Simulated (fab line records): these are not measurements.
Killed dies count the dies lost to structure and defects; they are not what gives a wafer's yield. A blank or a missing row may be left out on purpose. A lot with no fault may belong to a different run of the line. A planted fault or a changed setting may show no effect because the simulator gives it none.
fab line records    flow n5Finfet
record lots=5  wafers=12  lastDay=18
route steps=1938 shown HKMG_FIN@409 BEOL_M4@1111 PASSIVATION@1936
lots that met no fault: taken from a fault-free run of the same line
startH: hours from the record's first day to the start of the lot's first wafer shown    waitH: how many hours have passed since the lot's step before this one    " the same as in the row above    L1.1+2: a single row standing in for several wafers    - either no value or no given start    * or withheld: withheld    < > ~ a bound
route shown NAME@n: names a module that has steps shown in the file, with the first one's number in the route    usual: mean/standard deviation taken from wafers without a fault    same: alike in all rows    chamber/n: place in a boat    sites: readings site by site    _std_site: the standard deviation of these    _edge_site: inner sites' mean taken away from outer sites' mean    radiusMm: for every site, how far away it sits from the centre of the wafer    mask NAME#n: copy n    behind: the last tool/chamber to shape the wafer    hold: why the lot went on hold/how many hours it stayed there/how the hold came to an end    device: transistor that didn't switch, given as n, p or np    end of line: tests run on the same wafers once the route is complete    where a step has no rows: the recipe by itself    killed: the dies lost at the first sort to structure and to defects; this is not the yield of the wafer    map: a wafer's dies, marking killed ones x, the rest . and places with no die _
set.NAME: the run value of the setting; set.NAME@STEP: its run value at that earlier step    model.NAME: the simulator's own value behind a step, which no gauge read
lots at some steps of the route; a table a step, a row a wafer
services: a tool's chamber out of use, with start hour (startH, from the record's first day; less than 0 if before it), hours out, and reason
## steps
# step N5_HKMG_FIN_STRIP_60
# recipe chemistry=N2/H2  powerW=2500  tempC=300  h2Frac=0.65  timeS=360  pressureMtorr=withheld  n2FlowSccm=1750  h2FlowSccm=3250
# step N5_HKMG_FIN_WET_ETCH_77
# recipe chemistry=dHCl  mix=1:10000  tempC=25  target=La2O3  stopOn=HfO2  targetDepthNm=2
# step N5_HKMG_FIN_WET_ETCH_78
# recipe chemistry=dNH4OH  mix=1:50  tempC=25  target=Al2O3  stopOn=La2O3  targetDepthNm=4.5  dry=ipaMarangoni  rinseTimeS=30  rinseTempC=23
# step N5_HKMG_FIN_ALD_79
# recipe material=TiN  targetThkA=15  tempC=400  aldPrecursorFamily=TiCl4  aldCoReactant=NH3  pulseTimeS=1  purgeTimeS=3  coReactantPurgeTimeS=2  coReactantPulseTimeS=2  aldCycles=68  pressureTorr=3
# step N5_HKMG_FIN_CVD_62
# recipe material=a-Si  targetThkA=30  tempC=500  precursor=Si2H6  pressureTorr=1  timeS=20.8
# step N5_HKMG_FIN_RTA_80
# recipe tempC=withheld  timeS=2  ambient=N2  idleTempC=600  rampUpCPerS=150  rampDownCPerS=60  coolToC=600
# step N5_HKMG_FIN_PRECLEAN_64
# recipe chemistry=dHF  timeS=30  tempC=25  dilution=withheld
# step N5_HKMG_FIN_WET_ETCH_65
# recipe chemistry=TMAH  tempC=70  concWtPct=5  target=a-Si  stopOn=TiN  timeS=49  targetDepthNm=3
# step N5_HKMG_FIN_WET_ETCH_81
# recipe chemistry=SC1  target=TiN  stopOn=HfO2  mix=1:1:5  tempC=60  timeS=57  targetDepthNm=6
# step N5_HKMG_FIN_WET_ETCH_82
# recipe chemistry=dHCl  mix=1:10000  tempC=25  target=La2O3  stopOn=HfO2  targetDepthNm=2  dry=ipaMarangoni  rinseTimeS=30  rinseTempC=23
# step N5_HKMG_FIN_ALD_36
# recipe material=TiN  targetThkA=10  tempC=400  aldPrecursorFamily=TiCl4  aldCoReactant=NH3  pulseTimeS=1  purgeTimeS=3  coReactantPurgeTimeS=2  coReactantPulseTimeS=2  aldCycles=47  pressureTorr=3
# step N5_HKMG_FIN_PWFM_ALD_03
# recipe material=TiN  targetThkA=20  tempC=400  aldPrecursorFamily=TiCl4  aldCoReactant=NH3  pulseTimeS=1  purgeTimeS=3  coReactantPurgeTimeS=2  coReactantPulseTimeS=2  aldCycles=91  pressureTorr=3
# usual aldCycles=91/0  heaterPowerW=850/75  precursorPulseHeightRel=1.003/0.022
# same coReactantPulseTimeS=2
lot.wafer  tool         chamber  startH  waitH  aldCycles  heaterPowerW  precursorPulseHeightRel  sinceWetCleanH  model.TiN_of_HKMG_FIN_PWFM_ALD_03.thkNm
L454.2     aldMetal-02  1        118.10  0.0    91         812           0.980                    2858            2
L454.4     "            3        "       "      127        775           0.993                    -               2.8
L455.2     aldMetal-02  3        123.89  0.0    91         772           1.016                    2864            2
L455.4     "            0        "       "      127        865           1.031                    -               2.8
L457.2     aldMetal-02  1        137.14  0.0    91         845           0.955                    2877            2
L457.6     "            1        "       "      127        807           1.005                    -               2.8
L469.3     aldMetal-04  1        207.91  0.5    91         862           0.983                    -               2
L469.4     "            1        "       "      91         878           1.024                    -               2
L469.6     "            1        "       "      91         901           0.989                    -               2
L470.1     aldMetal-02  0        213.95  0.0    91         873           0.996                    2954            2
L470.4     "            3        "       "      91         758           0.997                    2954            2
L470.6     "            3        "       "      91         757           1.005                    -               2
# step N5_HKMG_FIN_COAT_29
# recipe resist=SOC  tempC=250  timeS=60  spinRpm=1500  resistThkNm=300
# step N5_HKMG_FIN_COAT_30
# recipe resist=SiARC  tempC=220  timeS=60  spinRpm=1500  resistThkNm=35
# step N5_HKMG_FIN_COAT_06
# recipe resist=CAR-ArF  spinRpm=1500  resistThkNm=90
# step N5_HKMG_FIN_EBR_08
# recipe solvent=PGMEA  ebrWidthMm=1.5
# step N5_HKMG_FIN_SOFTBAKE_07
# recipe tempC=110  timeS=60  resist=CAR-ArF
# step N5_HKMG_FIN_EXPOSE_09
# recipe maskId=NWFM  na=1.35  sourceShape=conventional  sigmaOuter=0.8  polarization=unpolarized  doseMj=39.25
# step N5_HKMG_FIN_PEB_10
# recipe pebTempC=withheld  pebTimeS=60  resist=CAR-ArF
# step N5_HKMG_FIN_DEVELOP_11
# recipe developTimeS=30  developer=TMAH  resist=CAR-ArF  devTempC=23  rinseLiquid=diw  dry=airSpin
# step N5_HKMG_FIN_DESCUM_17
# recipe chemistry=O2  timeS=7.9  sourcePowerW=50  biasPowerW=20  pressureMtorr=20  rfFrequencyHz=2.712e+07  tempC=40  resist=CAR-ArF  o2FlowSccm=225
# step N5_HKMG_FIN_ETCH_31
# recipe chemistry=CF4  target=SiARC  targetDepthA=455  maskMaterial=CAR-ArF  timeS=75.8  ionEnergyEv=80  pressureMtorr=40  sourceW=545  biasW=36  Ar_flow_sccm=100  cf4FlowSccm=100  ends=cleared
# step N5_HKMG_FIN_ETCH_32
# recipe chemistry=N2/H2  target=SOC  targetDepthA=2400  tempC=40  timeS=300  ionEnergyEv=200  maskMaterial=SiARC  pressureMtorr=30  sourceW=840  biasW=150  n2FlowSccm=200  h2FlowSccm=200
# step N5_HKMG_FIN_STRIP_33
# recipe chemistry=N2/H2  tempC=40  n2FlowSccm=200  h2FlowSccm=200  rfFrequencyHz=6e+07
# step N5_HKMG_FIN_STRIP_34
# recipe chemistry=CF4  resist=SiARC  powerW=300  biasPowerW=75  pressureMtorr=50  cf4FlowSccm=150  rfFrequencyHz=6e+07
# step N5_HKMG_FIN_ETCH_35
# recipe chemistry=N2/H2  target=SOC  targetDepthA=2158  ionEnergyEv=65  biasW=5  sourceW=3000  timeS=243.4  pressureMtorr=30  n2FlowSccm=200  h2FlowSccm=200
# step N5_HKMG_FIN_STRIP_92
# recipe chemistry=N2/H2  material=SOC  timeS=20  powerW=500  tempC=40  pressureMtorr=50  rfFrequencyHz=6e+07  biasPowerW=8  h2Frac=0.5  n2FlowSccm=300  h2FlowSccm=300
# step N5_HKMG_FIN_WET_ETCH_18
# recipe chemistry=SC1  target=TiN  mix=1:1:5  tempC=*  timeS=55  targetDepthNm=5.2  dry=ipaMarangoni  rinseTimeS=30  rinseTempC=23
# step N5_HKMG_FIN_STRIP_19
# recipe chemistry=N2/H2  powerW=2500  tempC=300  h2Frac=0.65  timeS=360  pressureMtorr=withheld  n2FlowSccm=1750  h2FlowSccm=3250
# step N5_HKMG_FIN_ALD_91
# recipe material=TiN  targetThkA=10  tempC=400  aldPrecursorFamily=TiCl4  aldCoReactant=NH3  pulseTimeS=1  purgeTimeS=3  coReactantPurgeTimeS=2  coReactantPulseTimeS=2  aldCycles=47  pressureTorr=3
# step N5_HKMG_FIN_COAT_85
# recipe resist=SOC  tempC=250  timeS=60  spinRpm=1500  resistThkNm=300
# step N5_HKMG_FIN_ETCH_86
# recipe chemistry=N2/H2  target=SOC  targetDepthA=3932  stopOn=TiN  ionEnergyEv=100  biasW=61  pressureMtorr=30  sourceW=850  n2FlowSccm=200  h2FlowSccm=200
# step N5_HKMG_FIN_STRIP_89
# recipe chemistry=N2/H2  material=SOC  timeS=20  powerW=500  tempC=40  pressureMtorr=50  rfFrequencyHz=6e+07  biasPowerW=8  h2Frac=0.5  n2FlowSccm=300  h2FlowSccm=300
# step N5_HKMG_FIN_WET_ETCH_87
# recipe chemistry=SC1  target=TiN  mix=1:2:40  tempC=50  timeS=154.2  targetDepthNm=4.7  dry=ipaMarangoni  rinseTimeS=30  rinseTempC=23
# step N5_HKMG_FIN_STRIP_88
# recipe chemistry=N2/H2  powerW=2500  tempC=300  h2Frac=0.65  timeS=360  pressureMtorr=withheld  n2FlowSccm=1750  h2FlowSccm=3250
# step N5_HKMG_FIN_NWFM_ALD_20
# recipe material=TiAlC  targetThkA=20  tempC=300  aldPrecursorFamily=TiCl4  aldCoReactant=TEA  pulseTimeS=3  purgeTimeS=2  coReactantPurgeTimeS=2  coReactantPulseTimeS=10  aldCycles=7  pressureTorr=3
# step N5_HKMG_FIN_ALD_71
# recipe material=TiN  targetThkA=10  tempC=400  aldPrecursorFamily=TiCl4  aldCoReactant=NH3  pulseTimeS=1  purgeTimeS=3  coReactantPurgeTimeS=2  coReactantPulseTimeS=2  aldCycles=47  pressureTorr=3
# step N5_HKMG_FIN_COAT_66
# recipe resist=SOC  tempC=250  timeS=60  spinRpm=1500  resistThkNm=300
# step N5_BEOL_M4_RC_MEAS_101
# usual DIBL_N=36.0/1.8  DIBL_P=36.3/2.4  IOFF_N=0.16/0.035  IOFF_P=0.21/0.036  IOFF_P_85C=3.6/0.52  IOFF_P_LIN=0.098/0.013  IOFF_P_LONG=0.000101/8.2e-06  ION_N=673/13  ION_P=461/7.2  SS_N=71.4/0.6  SS_P=73.2/0.7  VT_N=250/4  VT_P=-250.9/2.9  VT_P_LONG=-276.3/2.5  VT_P_LVT=-99.7/2.8
lot.wafer  tool       chamber  startH  waitH  DIBL_N[mV/V]  DIBL_P[mV/V]  IOFF_N[nA/um]  IOFF_P[nA/um]  IOFF_P_85C[nA/um]  IOFF_P_LIN[nA/um]  IOFF_P_LONG[nA/um]  ION_N[uA/um]  ION_P[uA/um]  SS_N[mV/dec]  SS_P[mV/dec]  VT_N[mV]  VT_P[mV]  VT_P_LONG[mV]  VT_P_LVT[mV]
L455.2     prober-01  0        220.98  0.2    38.7          39.9          0.21           0.22           3.8                0.100              8.5e-05             686           459           71.3          74.2          245       -250.4    -280.3         -99.5
L455.4     "          0        "       "      37.1          38.9          0.18           0.54           8.0                0.248              0.000177            688           507           70.7          73.9          245       -225.9    -256.1         -74.3
L454.2     prober-02  0        223.61  0.2    34.8          34.5          0.13           0.18           3.2                0.087              0.000104            667           460           70.7          73.4          255       -252.5    -274.4         -101.6
L454.4     "          0        "       "      35.1          34.5          0.13           0.47           7.3                0.228              0.000184            670           499           70.9          72.8          254       -224.5    -251.9         -74.8
L457.2     prober-02  0        244.16  0.2    36.3          37.8          0.18           0.22           3.8                0.103              9.9e-05             693           467           71.2          73.0          247       -251.7    -273.4         -98.9
L457.6     "          0        "       "      37.6          39.5          0.21           0.66           9.5                0.295              0.000179            690           506           72.3          73.8          244       -224.2    -253.5         -70.3
L470.1     prober-01  0        318.29  0.0    38.7          38.4          0.19           0.24           4.2                0.112              0.000109            686           467           72.1          73.6          246       -247.2    -276.7         -99.6
L470.4     "          0        "       "      39.2          37.3          0.19           0.22           3.8                0.103              0.000102            676           459           71.9          74.3          248       -250.4    -276.4         -100.8
L470.6     "          0        "       "      38.1          37.2          0.17           0.22           3.8                0.105              0.000109            672           456           72.2          73.8          247       -249.7    -275.6         -101.2
L469.3     prober-02  0        320.03  0.3    35.2          35.6          0.13           0.19           3.3                0.093              0.000115            652           459           70.8          73.2          253       -253.7    -273.8         -98.7
L469.4     "          0        "       "      35.7          35.4          0.13           0.19           3.2                0.090              0.000116            677           464           71.1          72.7          252       -252.5    -272.4         -99.5
L469.6     "          0        "       "      36.8          38.2          0.16           0.23           3.8                0.106              0.000114            671           462           71.4          73.4          250       -249.5    -276.0         -97.9
# step N5_PASSIVATION_PROBE_49
# usual defectLimitedYield=91.2/1.4  killed_at_M0_to_M3=35/11  killed_at_M4_up=14/5.6  killedAtContacts=12/5.6  killedAtFrontEnd=38/11  killedAtOther=4/3.4  killedDies=103/17  killedOnRim=13/3.5  killedOpen=68/12  killedShort=33/8.8  sort_bin_4_leakage=0.00/0.007  sort_bin_5_function=5.1/0.89  sort_bin_6_memory=3.3/0.71  sortNPass=1077/17  sortYieldPct=91.2/1.4
# same grossDies=1180  killedAtBackSide=0  sort_bin_8_speed[%]=0
lot.wafer  tool       chamber  startH  waitH  defectLimitedYield[%]  killed_at_M0_to_M3  killed_at_M4_up  killedAtContacts  killedAtFrontEnd  killedAtOther  killedDies  killedOnRim  killedOpen  killedShort  sort_bin_4_leakage[%]  sort_bin_5_function[%]  sort_bin_6_memory[%]  sortNPass  sortYieldPct[%]
L455.2     prober-02  -        330.06  0.1    92.8                   18                  12               12                43                0              85          7            59          25           0                      3.6                     3.1                   1095       92.8
L455.4     prober-02  -        330.16  0.2    91.6                   30                  10               19                36                4              99          17           70          27           16.27                  5.1                     3.1                   889        75.3
L454.2     prober-02  -        334.72  0.1    92.4                   33                  11               8                 33                5              90          13           57          29           0                      4.4                     2.9                   1090       92.4
L454.4     prober-02  -        334.82  0.2    92.1                   19                  16               12                40                6              93          15           61          30           3.81                   4.8                     3.0                   1042       88.3
L457.2     prober-01  -        352.66  0.1    91.0                   54                  4                13                30                5              106         13           66          40           0                      4.4                     4.2                   1074       91.0
L457.6     prober-01  -        352.86  0.3    90.5                   40                  9                12                47                4              112         12           72          39           45.34                  5.9                     3.3                   533        45.2
L470.1     prober-01  -        437.35  0.0    91.3                   37                  19               8                 36                3              103         15           70          31           0                      4.8                     3.3                   1077       91.3
L470.4     prober-01  -        437.50  0.2    90.6                   34                  20               8                 45                4              111         13           82          29           0                      5.8                     3.6                   1069       90.6
L470.6     prober-01  -        437.60  0.3    91.0                   34                  21               5                 40                6              106         15           75          29           0                      6.2                     2.7                   1074       91.0
L469.3     prober-02  -        438.65  0.1    91.1                   33                  16               6                 48                2              105         14           87          18           0                      5.3                     3.5                   1075       91.1
L469.4     prober-02  -        438.70  0.2    91.9                   38                  16               5                 36                0              95          14           59          35           0                      3.6                     4.2                   1085       91.9
L469.6     prober-02  -        438.80  0.3    91.4                   36                  14               4                 47                1              102         10           74          27           0                      5.1                     3.4                   1078       91.4
# killed by level:class
L455.2 FIN_SAQP:geometricParticle:open=11 MOL_CONTACT_COAG:geometricParticle:open=11 GATE_CUT:geometricParticle:short=6 BEOL_M2:geometricParticle:open=5 BEOL_M5:geometricParticle:open=5 FIN_SAQP:geometricParticle:short=4 DUMMY_GATE:geometricParticle:open=4 GATE_CUT:geometricParticle:open=4
L455.4 MOL_CONTACT_COAG:geometricParticle:open=17 BEOL_M3:geometricParticle:open=12 DUMMY_GATE:geometricParticle:open=7 FIN_SAQP:geometricParticle:short=6 BEOL_M2:geometricParticle:open=5 FIN_SAQP:geometricParticle:open=4 GATE_CUT:geometricParticle:short=4 BEOL_M1:geometricParticle:open=4
L454.2 BEOL_M1:geometricParticle:open=12 MOL_CONTACT_COAG:geometricParticle:open=7 STI_FIN_REVEAL:geometricParticle:open=6 DUMMY_GATE:geometricParticle:open=5 GATE_CUT:geometricParticle:open=5 BEOL_M3:geometricParticle:open=5 BEOL_M0_SAQP:geometricParticle:short=4 BEOL_M0_SAQP:geometricParticle:open=4
L454.4 STI_FIN_REVEAL:geometricParticle:open=12 FIN_SAQP:geometricParticle:open=9 BEOL_M4:geometricParticle:open=9 MOL_CONTACT_COAG:geometricParticle:open=7 MOL_CONTACT_COAG:geometricParticle:short=5 BEOL_M3:geometricParticle:open=4 FIN_SAQP:geometricParticle:short=3 BEOL_M0_SAQP:geometricParticle:short=3
L457.2 BEOL_M2:geometricParticle:open=11 BEOL_M1:geometricParticle:open=10 BEOL_M0_SAQP:geometricParticle:open=10 MOL_CONTACT_COAG:geometricParticle:open=8 FIN_SAQP:geometricParticle:open=7 BEOL_M0_SAQP:geometricParticle:short=7 FIN_SAQP:geometricParticle:short=5 MOL_CONTACT_COAG:geometricParticle:short=5
L457.6 FIN_SAQP:geometricParticle:open=16 BEOL_M0_SAQP:geometricParticle:short=13 MOL_CONTACT_COAG:geometricParticle:open=11 FIN_SAQP:geometricParticle:short=8 BEOL_M0_SAQP:geometricParticle:open=8 BEOL_M1:geometricParticle:open=5 STARTING-WAFER:geometricParticle:open=5 BEOL_M2:geometricParticle:open=4
L470.1 BEOL_M3:geometricParticle:open=17 FIN_SAQP:geometricParticle:short=9 MOL_CONTACT_COAG:geometricParticle:open=7 BEOL_M4:geometricParticle:open=6 GATE_CUT:geometricParticle:short=5 BEOL_M0:geometricParticle:open=4 DUMMY_GATE:geometricParticle:open=4 BEOL_M1:geometricParticle:open=4
L470.4 BEOL_M2:geometricParticle:open=13 STI_FIN_REVEAL:geometricParticle:open=12 FIN_SAQP:geometricParticle:open=10 FIN_SAQP:geometricParticle:short=10 MOL_CONTACT_COAG:geometricParticle:open=7 BEOL_M3:geometricParticle:open=7 BEOL_M4:geometricParticle:open=7 BEOL_M0:geometricParticle:open=5
L470.6 BEOL_M4:geometricParticle:open=14 STI_FIN_REVEAL:geometricParticle:open=13 BEOL_M2:geometricParticle:open=13 FIN_SAQP:geometricParticle:short=9 BEOL_M3:geometricParticle:open=6 GATE_CUT:geometricParticle:short=5 MOL_CONTACT_COAG:geometricParticle:open=4 BEOL_M0_SAQP:geometricParticle:short=4
L469.3 STI_FIN_REVEAL:geometricParticle:open=19 BEOL_M2:geometricParticle:open=13 FIN_SAQP:geometricParticle:open=7 BEOL_M3:geometricParticle:open=7 BEOL_M5:geometricParticle:open=7 DUMMY_GATE:geometricParticle:open=5 MOL_CONTACT_COAG:geometricParticle:open=5 BEOL_M4:geometricParticle:open=5
L469.4 BEOL_M0_SAQP:geometricParticle:open=11 FIN_SAQP:geometricParticle:short=8 BEOL_M0_SAQP:geometricParticle:short=8 BEOL_M2:geometricParticle:open=8 STI_FIN_REVEAL:geometricParticle:open=7 FIN_SAQP:geometricParticle:open=6 DUMMY_GATE:geometricParticle:open=5 BEOL_M3:geometricParticle:open=4
L469.6 STI_FIN_REVEAL:geometricParticle:open=14 BEOL_M2:geometricParticle:open=12 BEOL_M0_SAQP:geometricParticle:open=10 BEOL_M5:geometricParticle:open=8 BEOL_M0_SAQP:geometricParticle:short=7 FIN_SAQP:geometricParticle:open=5 DUMMY_GATE:geometricParticle:open=5 BEOL_M4:geometricParticle:open=5
# map L454.4 (x killed, . not)
_________________.x.........x________________
______________.................._____________
___________..............x.........__________
__________....xx.x.......x.........x_________
________......x......x..............x._______
_______................................______
______..........x.x....x..x......x....x._____
_____.....................x.x..x......x..____
____x.x...................................___
___......x..........xx...x..........x......__
___.........x.....x...........xxx..........__
__......x....................x.............._
__..x....xx.....xx.x..............x........._
_....x..x......................x.......x..x..
_x..........x................................
_.............................x..............
_...x..x........x.xxx...xx...................
_...........................................x
_......................x..x........x.........
_...x..x.....................................
_...............................x............
__.........x......x...................x....._
__...x...........................x........x._
___...x....................................__
___x.......x...............................__
____...................x......x...........___
_____x........x...x..................x.x.____
______...x..........................x..x_____
_______x...................xx..........______
________....x........................._______
__________....x.........x..........._________
___________.........xx.............__________
______________.................._____________
_________________..........x.________________
# map L455.4 (x killed, . not)
_________________...x......x.________________
______________........x........._____________
___________.........x..........x.x.__________
__________..........x....x.........._________
________...........x.......xx..x.....x_______
_______x...............................______
______..........x................x......_____
_____..............x.......x.....x.x..x..____
____...x....x....x...x..........x.........___
___x....x..x.....x.................x.......__
___..x......x......x......................x__
__.....................x.........x.x........_
__......x...................x....x.........._
_............................x..x........x...
_......x..x............................x.....
_........................x...............x...
_.x............x........x.......x............
_.......x........................x...........
_..................x.........................
_..........x.......x..........x..x.......x...
_x........................x.................x
__......x......xx..........xx....x...xx...xx_
__..x.................x.............x......._
___...................xx.........x.........__
___..x.................x...................__
____..............x.....x.................___
_____.................x..x...x...........____
______x.......................x........._____
_______..............x...............x.______
________.........x...................._______
__________............xx............_________
___________..xx...........x........__________
______________.................._____________
_________________..xx........________________
## services
tool         chamber  startH  hours  kind
aldMetal-02  2        104.32  27.5   repair
aldMetal-02  2        152.01  47.3   repair
aldMetal-02  -        165.23  2.8    pm
aldMetal-02  0        168.46  3.2    repair
aldMetal-04  0        182.77  30.8   repair
aldMetal-04  2        188.80  22.7   repair
aldMetal-04  3        197.15  26.5   repair
## key
firstSign step=N5_HKMG_FIN_PWFM_ALD_03  reading=aldCycles  direction=up  sigmas=99+  usual=*  struck=*
effect step=N5_BEOL_M4_RC_MEAS_101  reading=IOFF_P_LIN  direction=up  sigmas=13  usual=0.098  struck=0.257
effect step=N5_BEOL_M4_RC_MEAS_101  reading=IOFF_P  direction=up  sigmas=9.8  usual=0.21  struck=0.56
effect step=N5_BEOL_M4_RC_MEAS_101  reading=IOFF_P_LONG  direction=up  sigmas=9.6  usual=0.000101  struck=0.00018
effect step=N5_BEOL_M4_RC_MEAS_101  reading=VT_P_LVT  direction=up  sigmas=9.5  usual=-99.7  struck=-73.1
effect step=N5_BEOL_M4_RC_MEAS_101  reading=VT_P_LONG  direction=up  sigmas=9  usual=-276.3  struck=-253.8
effect step=N5_BEOL_M4_RC_MEAS_101  reading=IOFF_P_85C  direction=up  sigmas=9  usual=3.6  struck=8.3
effect step=N5_BEOL_M4_RC_MEAS_101  reading=VT_P  direction=up  sigmas=9  usual=-250.9  struck=-224.8
effect step=N5_BEOL_M4_RC_MEAS_101  reading=ION_P  direction=up  sigmas=5.9  usual=461  struck=504
effect step=N5_PASSIVATION_PROBE_49  reading=sort_bin_4_leakage  direction=up  sigmas=99+  usual=0.00  struck=21.81
modelEffect step=N5_HKMG_FIN_PWFM_ALD_03  value=TiN_of_HKMG_FIN_PWFM_ALD_03.thkNm  without=2  struck=2.8
metAt N5_HKMG_FIN_PWFM_ALD_03
struckWafers L454.4,L455.4,L457.6
fault kind=processParameterDrift  tool=aldMetal-02  chamber=-  onsetH=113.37  steps=N5_HKMG_FIN_PWFM_ALD_03  channel=aldCycles  offset=*  shape=step  endH=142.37  scope=struckWafersOnly  actsIn=*  stated=*
